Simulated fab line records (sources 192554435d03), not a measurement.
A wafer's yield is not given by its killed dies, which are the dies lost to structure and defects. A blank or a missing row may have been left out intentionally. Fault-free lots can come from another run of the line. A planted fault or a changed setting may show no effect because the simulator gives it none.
Matching of chambers + flow n5 finfet + N5_BEOL_M1_DESCUM_33 on rie diel-03: 4 sister chambers
The step chemistry O2, time 7 s. 18 wafers are shown with their chamber, then 9 later ones without.

## WAFERS WITH THEIR CHAMBER
| wafer  | chamber | showerhead plenum p Torr (Torr) | drypump motor current A (A) | throttle valve pct (%) |
|--------|---------|---------------------------------|-----------------------------|------------------------|
| L074.1 | 0       | 1.98                            | 5.2                         | 20.66                  |
| L074.2 | 2       | 2.22                            | 5.4                         | 20.72                  |
| L074.6 | 2       | 2.22                            | 5.4                         | 20.71                  |
| L076.1 | 2       | 2.22                            | 5.4                         | 20.71                  |
| L076.2 | 3       | 2.04                            | 4.8                         | 20.58                  |
| L076.4 | 1       | 2.14                            | 5.9                         | 20.32                  |
| L078.3 | 1       | 2.14                            | 5.9                         | 20.33                  |
| L078.5 | 3       | 2.04                            | 4.7                         | 20.57                  |
| L078.6 | 2       | 2.21                            | 5.4                         | 20.72                  |
| L077.2 | 1       | 2.14                            | 5.9                         | 20.33                  |
| L077.5 | 0       | 1.98                            | 5.2                         | 20.66                  |
| L077.6 | 3       | 2.04                            | 4.8                         | 20.59                  |
| L079.2 | 1       | 2.14                            | 5.9                         | 20.34                  |
| L079.4 | 1       | 2.14                            | 5.9                         | 20.34                  |
| L079.5 | 0       | 1.98                            | 5.2                         | 20.68                  |
| L089.1 | 2       | 2.21                            | 5.4                         | 20.75                  |
| L089.2 | 0       | 1.97                            | 5.3                         | 20.71                  |
| L089.5 | 3       | 2.03                            | 4.7                         | 20.62                  |

SIGNATURES, as means of the wafers listed above
| reading                  | chamber 0 | chamber 1 | chamber 2 | chamber 3 | scatter within a chamber |
|--------------------------|-----------|-----------|-----------|-----------|--------------------------|
| showerhead plenum p Torr | 1.9775    | 2.1400    | 2.2160    | 2.0375    | 0.00439                  |
| drypump motor current A  | 5.225     | 5.900     | 5.400     | 4.750     | 0.0354                   |
| throttle valve pct       | 20.6775   | 20.3320   | 20.7220   | 20.5900   | 0.0178                   |
Rule: for each reading, subtract the chamber's mean from the wafer's reading, divide by that reading's scatter and square the result; add these up over the readings and take the root, which gives the wafer's distance from the chamber. If the next closest chamber is less than 2 further off than the closest, the wafer can't be placed; otherwise it belongs to the closest. How the scatter is found: for the shown wafers, subtract from each reading the mean of its chamber, square and add these, divide the total by (wafers less chambers), then take the root.

## WAFERS MISSING THEIR CHAMBER
| wafer  | showerhead plenum p Torr (Torr) | drypump motor current A (A) | throttle valve pct (%) |
|--------|---------------------------------|-----------------------------|------------------------|
| L090.3 | 2.21                            | 5.4                         | 20.74                  |
| L090.5 | 1.97                            | 5.2                         | 20.70                  |
| L090.6 | 2.03                            | 4.8                         | 20.62                  |
| L092.2 | 2.21                            | 5.4                         | 20.77                  |
| L092.3 | 2.03                            | 4.7                         | 20.63                  |
| L092.5 | 2.21                            | 5.4                         | 20.76                  |
| L096.3 | 2.20                            | 5.4                         | 20.79                  |
| L096.4 | 2.23                            | 5.3                         | 20.36                  |
| L096.5 | 2.12                            | 5.9                         | 20.40                  |

## THE CHAMBER EACH PASSED THROUGH
| wafer  | from the rows above | in truth                   |
|--------|---------------------|----------------------------|
| L090.3 | 2                   | 2                          |
| L090.5 | 0                   | 0                          |
| L090.6 | 3                   | 3                          |
| L092.2 | 2                   | 2                          |
| L092.3 | 3                   | 3                          |
| L092.5 | 2                   | 2                          |
| L096.3 | 2                   | 2                          |
| L096.4 | 2                   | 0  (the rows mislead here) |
| L096.5 | 1                   | 1                          |
Placed correctly: 8 of 9. Left unplaced by these rows: 0. Placed wrongly: 1.
